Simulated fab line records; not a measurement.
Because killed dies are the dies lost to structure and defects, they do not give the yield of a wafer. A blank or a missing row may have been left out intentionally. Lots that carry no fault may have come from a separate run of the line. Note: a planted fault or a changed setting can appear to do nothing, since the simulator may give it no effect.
fab line records	flow nandHarc
record lots=11	wafers=33	lastDay=34
route steps=1302 shown A_M0@1157 A_M1@1181 END@1302
lots untouched by any fault: they come from a run of this same line in which no faults occurred
startH: hours from the record's opening day to when the first of the lot's shown wafers began	waitH: hours elapsed since this lot's preceding step	" repeats the value in the row above	L1.1+2: a row that stands for several wafers	- either no value or no given start	* or withheld: withheld	< > ~ a bound
route shown NAME@n: NAME is a module with steps in the file, n the number in the route of the first one	usual: mean/standard deviation of fault-free wafers	same: alike in all rows	chamber/n: place in a boat	sites: the reading at each site	_std_site: standard deviation of those values	_edge_site: outer sites' mean less inner sites'	radiusMm: how far each site lies from the wafer's centre	mask NAME#n: copy n	behind: the last tool/chamber to shape the wafer	hold: the reason the lot was held/the length of the hold in hours/how it ended	device: transistor that didn't switch, given as n, p or np	end of line: tests run on the same wafers once the route is complete	a step given without rows: its recipe and nothing more	killed: dies lost to structure and defects at the first sort, not the wafer's yield	map: a wafer's dies, x killed, . not, _ none there
set.NAME: the run value of the setting; set.NAME@STEP: its run value at that earlier step	model.NAME: the simulator's own value behind a step, which no gauge read
one table for each step of the route and one row for each wafer, over a sample of lots
services: a tool's chamber out of use, with start hour (startH, from the record's first day; less than 0 if before it), hours out, and reason
## steps
# step NHARC_A_M0_PRE_CLEAN_29
# recipe timeS=30	tempC=280	gas=H2/He
# usual heaterPowerW=405/40
lot.wafer	tool	chamber	startH	waitH	heaterPowerW
L978.2	pvdSputter-02	-	-	-	489
L978.1	"	-	"	"	368
L978.4	"	-	"	"	425
L977.3	pvdSputter-02	-	-	-	422
L977.4	"	-	"	"	360
L977.6	"	-	"	"	429
L980.1	pvdSputter-03	-	-	-	434
L980.3	"	-	"	"	383
L980.5	"	-	"	"	429
L982.1	pvdSputter-01	-	-	-	406
L982.4	"	-	"	"	422
L982.5	"	-	"	"	406
L981.2	pvdSputter-01	-	-	-	384
L981.3	"	-	"	"	362
L981.4	"	-	"	"	406
L991.4	pvdSputter-03	-	-	-	325
L991.2	"	-	"	"	431
L991.5	"	-	"	"	316
L990.3	pvdSputter-03	-	-	-	438
L990.2	"	-	"	"	316
L990.5	"	-	"	"	426
L994.4	pvdSputter-03	-	-	-	438
L994.2	"	-	"	"	320
L994.5	"	-	"	"	434
L996.4	pvdSputter-02	-	-	-	452
L996.1	"	-	"	"	419
L996.6	"	-	"	"	473
L997.1	pvdSputter-03	-	-	-	330
L997.4	"	-	"	"	384
L997.2	"	-	"	"	458
L999.2	pvdSputter-02	-	-	-	460
L999.5	"	-	"	"	438
L999.6	"	-	"	"	427
# step NHARC_A_M0_PVD_20
# recipe targetThkA=50	biasV=168.6	powerW=15000	chamberPressurePa=0.12	timeS=8.06	substrateTempC=50	material=TaN
# usual chamberPressurePa=0.11998/0.00026	throttleValvePct=30.3/1.3
lot.wafer	tool	chamber	startH	waitH	chamberPressurePa	throttleValvePct
L978.2	pvdSputter-02	-	-	-	0.12054	30.4
L978.1	"	-	"	"	0.12033	31.7
L978.4	"	-	"	"	0.11958	30.9
L977.3	pvdSputter-02	-	-	-	0.12009	30.6
L977.4	"	-	"	"	0.11945	30.5
L977.6	"	-	"	"	0.11989	31.7
L980.3	pvdSputter-03	-	-	-	0.11989	31.4
L980.1	"	-	"	"	0.1196	31.1
L980.5	"	-	"	"	0.12	28.7
L982.4	pvdSputter-01	-	-	-	0.12034	27.9
L982.1	"	-	"	"	0.11997	30.3
L982.5	"	-	"	"	0.12004	28.1
L981.3	pvdSputter-01	-	-	-	0.11999	32.0
L981.4	"	-	"	"	0.12006	32.0
L981.2	"	-	"	"	0.12007	27.8
L991.4	pvdSputter-03	-	-	-	0.11977	29.1
L991.2	"	-	"	"	0.12019	31.4
L991.5	"	-	"	"	0.11965	28.9
L990.3	pvdSputter-03	-	-	-	0.12006	31.5
L990.2	"	-	"	"	0.12021	29.0
L990.5	"	-	"	"	0.11985	31.1
L994.4	pvdSputter-03	-	-	-	0.1198	31.5
L994.2	"	-	"	"	0.12023	28.4
L994.5	"	-	"	"	0.1203	31.7
L996.4	pvdSputter-02	-	-	-	0.12007	29.6
L996.1	"	-	"	"	0.11999	29.1
L996.6	"	-	"	"	0.11971	30.6
L997.1	pvdSputter-03	-	-	-	0.12015	29.2
L997.4	"	-	"	"	0.1199	30.3
L997.2	"	-	"	"	0.11979	28.8
L999.2	pvdSputter-02	-	-	-	0.11948	31.7
L999.5	"	-	"	"	0.11951	29.9
L999.6	"	-	"	"	0.12016	29.3
# step NHARC_A_M0_CMP_23
# recipe tOverpolishS=20	targetThkNm=113.75
# usual motorCurrentA=12.1/1.2	slurryFilterDpKPa=13.52/0.13	timeToEndpointS=28.9/2.4
# same tOverpolishS=20
lot.wafer	tool	chamber	startH	waitH	motorCurrentA	slurryFilterDpKPa	timeToEndpointS
L978.1	cmp-01	0	533.47	-	12.2	13.45	25.9
L978.2	"	1	"	"	11.8	13.46	26.2
L978.4	"	2	"	"	10.7	13.48	23.2
L977.3	cmp-01	2	536.28	-	10.4	13.34	25.5
L977.4	"	0	"	"	12.3	13.51	29.7
L977.6	"	2	"	"	10.6	13.43	27.0
L980.3	cmp-02	1	548.68	-	11.7	13.63	25.7
L980.1	"	2	"	"	13.9	13.52	28.4
L980.5	"	0	"	"	12.1	13.67	27.9
L982.1	cmp-01	3	564.03	-	12.3	13.66	28.8
L982.4	"	1	"	"	11.8	13.42	30.6
L982.5	"	3	"	"	12.6	13.30	31.5
L981.2	cmp-01	0	565.75	-	12.1	13.86	27.9
L981.3	"	1	"	"	11.9	13.45	29.1
L981.4	"	2	"	"	10.5	13.64	29.9
L991.2	cmp-01	1	666.88	-	11.5	13.73	31.8
L991.4	"	2	"	"	10.5	13.38	27.6
L991.5	"	0	"	"	12.0	13.51	32.3
L990.2	cmp-01	2	674.82	-	10.4	13.61	32.4
L990.3	"	0	"	"	12.4	13.57	33.5
L990.5	"	2	"	"	11.2	13.62	31.4
L994.4	cmp-04	1	708.49	-	12.9	13.47	30.0
L994.2	"	2	"	"	13.0	13.59	27.1
L994.5	"	3	"	"	9.0	13.56	29.5
L996.1	cmp-01	0	742.02	-	12.5	13.72	29.0
L996.4	"	2	"	"	10.1	13.53	31.5
L996.6	"	3	"	"	12.0	13.54	34.5
L997.2	cmp-02	1	743.00	-	11.4	13.61	28.6
L997.1	"	3	"	"	12.9	13.67	30.2
L997.4	"	0	"	"	12.9	13.21	27.9
L999.2	cmp-02	0	764.21	-	11.9	13.37	26.2
L999.5	"	3	"	"	13.1	13.44	26.8
L999.6	"	0	"	"	12.2	13.51	29.4
# step NHARC_A_M1_INSPECT_11
# usual rawDefectCount=91/43
lot.wafer	tool	chamber	startH	waitH	rawDefectCount
L978.1	defectInspect-01	-	535.46	0.0	78
L978.2	"	-	"	"	74
L978.4	"	-	"	"	72
L977.3	defectInspect-02	-	538.28	0.0	101
L977.4	"	-	"	"	115
L977.6	"	-	"	"	84
L980.1	defectInspect-01	-	551.15	0.0	160
L980.3	"	-	"	"	157
L980.5	"	-	"	"	136
L982.1	defectInspect-01	-	566.53	0.0	88
L982.4	"	-	"	"	67
L982.5	"	-	"	"	87
L981.2	defectInspect-01	-	567.62	0.0	92
L981.3	"	-	"	"	494
L981.4	"	-	"	"	106
L991.2	defectInspect-01	-	668.89	0.0	134
L991.4	"	-	"	"	123
L991.5	"	-	"	"	126
L990.2	defectInspect-01	-	676.81	0.0	45
L990.3	"	-	"	"	55
L990.5	"	-	"	"	55
L994.2	defectInspect-01	-	710.44	0.0	79
L994.4	"	-	"	"	72
L994.5	"	-	"	"	86
L996.1	defectInspect-01	-	743.85	0.0	92
L996.4	"	-	"	"	79
L996.6	"	-	"	"	87
L997.1	defectInspect-02	-	744.99	0.0	101
L997.2	"	-	"	"	108
L997.4	"	-	"	"	82
L999.2	defectInspect-02	-	766.04	0.0	34
L999.5	"	-	"	"	31
L999.6	"	-	"	"	30
# step NHARC_A_M1_DESCUM_14
# recipe timeS=3	o2FlowSccm=200	arFlowSccm=0	biasPowerW=0	chemistry=O2
# usual chamberPressureMTorr=60.00/0.056	drypumpMotorCurrentA=5.6/0.47	mfcArSccm=0.014/0.015	oesProductAu=0.999/0.0072	rfVppV=57.6/0.8	showerheadPlenumPTorr=1.87/0.056	throttleValvePct=11.312/0.0092
lot.wafer	tool	chamber	startH	waitH	chamberPressureMTorr	drypumpMotorCurrentA	mfcArSccm	oesProductAu	rfHoursCounterH	rfVppV	showerheadPlenumPTorr	throttleValvePct
L978.2	rieDiel-10	2	535.52	0.1	59.89	6.1	0	0.994	3.1	57.3	1.82	11.337
L978.1	"	3	"	"	60.06	5.1	0.003	1.003	2.6	58.5	1.96	11.308
L978.4	"	1	"	"	60.06	5.0	0.017	1.010	3.0	58.9	1.89	11.306
L977.3	rieDiel-03	2	538.35	0.1	60.15	5.3	0	0.992	3.4	56.8	1.79	11.298
L977.4	"	3	"	"	60.01	5.1	0.037	1.003	3.8	56.3	1.93	11.318
L977.6	"	2	"	"	60.03	5.3	0	0.993	-	57.5	1.79	11.320
L980.3	rieDiel-10	0	551.22	0.1	59.83	6.1	0.031	0.997	3.4	56.5	1.88	11.298
L980.1	"	1	"	"	59.97	5.0	0.017	1.005	3.5	57.8	1.89	11.311
L980.5	"	1	"	"	60.10	5.0	0.017	0.999	-	57.6	1.89	11.312
L982.4	rieDiel-03	0	566.59	0.1	60.04	5.3	0	1.001	7.7	56.4	1.86	11.312
L982.1	"	1	"	"	59.99	6.0	0.022	0.996	7.3	57.5	1.83	11.319
L982.5	"	0	"	"	60.05	5.3	0	0.985	-	59.2	1.86	11.316
L981.3	rieDiel-10	3	567.68	0.1	59.99	5.1	0.003	1.000	3.7	58.7	1.96	11.308
L981.4	"	1	"	"	59.98	5.0	0.017	1.004	3.8	56.9	1.89	11.304
L981.2	"	2	"	"	59.87	6.1	0	0.999	4.0	57.6	1.82	11.314
L991.4	rieDiel-10	1	668.96	0.1	59.97	5.1	0.017	1.009	1.5	57.6	1.89	11.311
L991.2	"	3	"	"	60.00	5.1	0.003	0.995	1.2	57.3	1.96	11.308
L991.5	"	0	"	"	59.99	6.1	0.031	0.995	-	57.1	1.88	11.325
L990.3	rieDiel-12	2	676.88	0.1	60.03	5.7	0	1.007	3.2	57.8	1.96	11.318
L990.2	"	3	"	"	59.99	5.8	0.045	0.995	1.9	56.7	1.84	11.292
L990.5	"	1	"	"	59.96	5.6	0.005	0.995	-	57.8	1.77	11.321
L994.4	rieDiel-12	3	710.50	0.1	60.04	5.7	0.045	0.999	5.1	56.4	1.84	11.292
L994.2	"	2	"	"	60.07	5.7	0	1.009	6.2	58.7	1.96	11.317
L994.5	"	3	"	"	59.90	5.7	0.045	0.986	-	57.2	1.84	11.314
L996.1	rieDiel-12	2	743.91	0.1	60.09	5.7	0	1.014	7.8	57.2	1.96	11.308
L996.4	"	3	"	"	60.12	5.8	0.045	0.988	6.9	57.8	1.84	11.311
L996.6	"	2	"	"	59.95	5.7	0	1.001	-	55.8	1.96	11.326
L997.2	rieDiel-12	2	745.06	0.1	60.00	5.7	0	1.001	7.8	58.2	1.96	11.324
L997.1	"	3	"	"	59.98	5.8	0.045	0.994	6.9	57.2	1.84	11.322
L997.4	"	0	"	"	60.04	6.5	0	0.990	8.7	56.5	1.85	11.317
L999.2	rieDiel-10	3	766.13	0.1	59.97	5.1	0.003	0.995	2.8	57.8	1.96	11.299
L999.6	"	0	"	"	60.01	6.1	0.031	1.002	-	58.2	1.88	11.314
L999.5	"	1	"	"	60.02	5.1	0.017	1.005	-	58.8	1.89	11.311
# step NHARC_END_SORT_01
# recipe tempC=25
# usual defectLimitedYield=91/3.1	killedAtArray=53/21	killedAtOther=1.0/1.3	killedAtPeriphery=3.8/2.4	killedDies=58/21	killedOpen=3.4/1.9	killedShort=2.4/1.5	sort_bin_2_pct=3.0/1.3	sort_bin_3_pct=0.6/0.39	sort_bin_4_pct=4.9/1.8	sortNPass=619/21	sortRimYieldPct=88/5.3	sortYieldPct=91/3.1
# same grossDies=677	sort_bin_5_pct[%]=0	sort_bin_6_pct[%]=0	sort_bin_7_pct[%]=0	sort_bin_8_pct[%]=0	sortRimNGross=106.00
lot.wafer	tool	chamber	startH	waitH	defectLimitedYield[%]	killedAtArray	killedAtOther	killedAtPeriphery	killedDies	killedOpen	killedShort	sort_bin_2_pct[%]	sort_bin_3_pct[%]	sort_bin_4_pct[%]	sortNPass	sortRimYieldPct[%]	sortYieldPct[%]
L981.2	prober-02	0	603.27	2.8	89	70	1	1	72	4	5	3.8	0.4	6.4	605	92	89
L981.3	prober-02	0	604.07	3.1	52	322	1	2	325	6	0	17.6	2.5	27.9	352	53	52
L981.4	prober-02	0	604.87	3.4	89	72	1	4	77	10	2	4.7	0.9	5.8	600	90	89
L990.2	prober-01	0	712.35	2.8	93	40	0	8	48	6	4	2.2	0.4	4.4	629	88	93
L990.3	prober-01	0	713.13	3.1	94	33	0	5	38	2	2	1.9	0.3	3.4	639	86	94
L990.5	prober-01	0	714.69	3.6	93	42	0	7	49	3	3	2.5	0	4.7	628	90	93
# killed by level:class
L981.2 A_CHANNEL_HOLE_D2:chamberFilmFlake=32 A_SLIT:chamberFilmFlake=20 A_CONTACT:chamberFilmFlake=7 A_ONON_D1:geometricParticle:short=3 A_CHANNEL_HOLE_D1:chamberFilmFlake=2 A_ONON_D1:geometricParticle:open=1 A_ONON_D2:geometricParticle:open=1 A_CHANNEL_HOLE_D2:geometricParticle:short=1
L981.3 A_M0:unspecified=269 A_CHANNEL_HOLE_D2:chamberFilmFlake=24 A_SLIT:chamberFilmFlake=12 A_CONTACT:chamberFilmFlake=8 A_CHANNEL_HOLE_D1:chamberFilmFlake=3 A_ONON_D1:geometricParticle:open=2 P_GATE:geometricParticle:open=1 P_M0:geometricParticle:open=1
L981.4 A_CHANNEL_HOLE_D2:chamberFilmFlake=29 A_SLIT:chamberFilmFlake=18 A_CONTACT:chamberFilmFlake=11 A_CHANNEL_HOLE_D1:chamberFilmFlake=3 A_CHANNEL_FILL_D2:geometricParticle:open=2 A_WL_FILL:geometricParticle:open=2 P_CONTACT:geometricParticle:short=1 P_M1:geometricParticle:open=1
L990.2 A_CHANNEL_HOLE_D2:chamberFilmFlake=15 A_CONTACT:chamberFilmFlake=6 A_CHANNEL_HOLE_D1:chamberFilmFlake=4 P_CONTACT:chamberFilmFlake=3 A_ONON_D1:geometricParticle:open=2 P_STI:chamberFilmFlake=2 A_SLIT:chamberFilmFlake=2 A_WL_FILL:chamberFilmFlake=2
L990.3 A_CHANNEL_HOLE_D2:chamberFilmFlake=15 A_CHANNEL_HOLE_D1:chamberFilmFlake=6 A_CONTACT:chamberFilmFlake=6 P_CONTACT:chamberFilmFlake=3 A_STAIRCASE:chamberFilmFlake=2 P_GATE:geometricParticle:short=1 A_SOURCE_PLATE:geometricParticle:open=1 A_ONON_D2:geometricParticle:short=1
L990.5 A_CHANNEL_HOLE_D2:chamberFilmFlake=20 A_CHANNEL_HOLE_D1:chamberFilmFlake=7 P_STI:chamberFilmFlake=3 A_SLIT:chamberFilmFlake=3 A_WL_FILL:chamberFilmFlake=3 A_CONTACT:chamberFilmFlake=3 A_WL_FILL:geometricParticle:short=2 P_CONTACT:chamberFilmFlake=2
## services
tool	chamber	startH	hours	kind
rieDiel-10	3	509.78	9.9	repair
rieDiel-12	1	510.36	6.5	repair
rieDiel-12	-	510.53	0.8	repair
cmp-01	-	524.80	1.7	repair
cmp-02	-	526.50	4.0	pm
cmp-01	-	533.99	0.5	repair
pvdSputter-03	-	536.44	10.0	pm
cmp-01	-	541.80	0.3	repair
pvdSputter-02	-	550.37	0.5	repair
cmp-01	-	577.50	4.0	pm
pvdSputter-02	-	578.12	2.2	repair
pvdSputter-01	-	582.02	10.0	pm
rieDiel-10	-	596.50	9.0	pm
rieDiel-12	-	622.40	9.0	pm
rieDiel-12	3	651.60	14.3	repair
pvdSputter-02	-	665.24	10.0	pm
rieDiel-12	-	665.74	0.3	repair
cmp-01	-	675.50	4.0	pm
rieDiel-10	3	714.01	11.1	repair
pvdSputter-03	-	714.44	10.0	pm
rieDiel-10	0	719.73	1.7	repair
pvdSputter-03	-	730.38	3.8	repair
rieDiel-10	2	744.49	2.6	repair
pvdSputter-01	-	760.02	10.0	pm
## key
firstSign step=NHARC_A_M1_INSPECT_11	reading=rawDefectCount	direction=up	sigmas=9.3	usual=91	struck=494
effect step=NHARC_END_SORT_01	reading=killedAtArray	direction=up	sigmas=13	usual=53	struck=322
moreKillsBornAt NHARC_A_M0_CMP_23@cmp-01=269
metAt NHARC_A_M0_CMP_23
struckLots L981
struckWafers L981.3
notActingAt NHARC_A_M0_PRE_CLEAN_29,NHARC_A_M0_PVD_20,NHARC_A_M1_DESCUM_14
onsetBetween 564.03 565.75
fault kind=chamberParticleSource	tool=cmp-01	chamber=1	onsetH=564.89	steps=NHARC_A_M0_CMP_23	ratePerVisitCm2=0.61578	endH=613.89
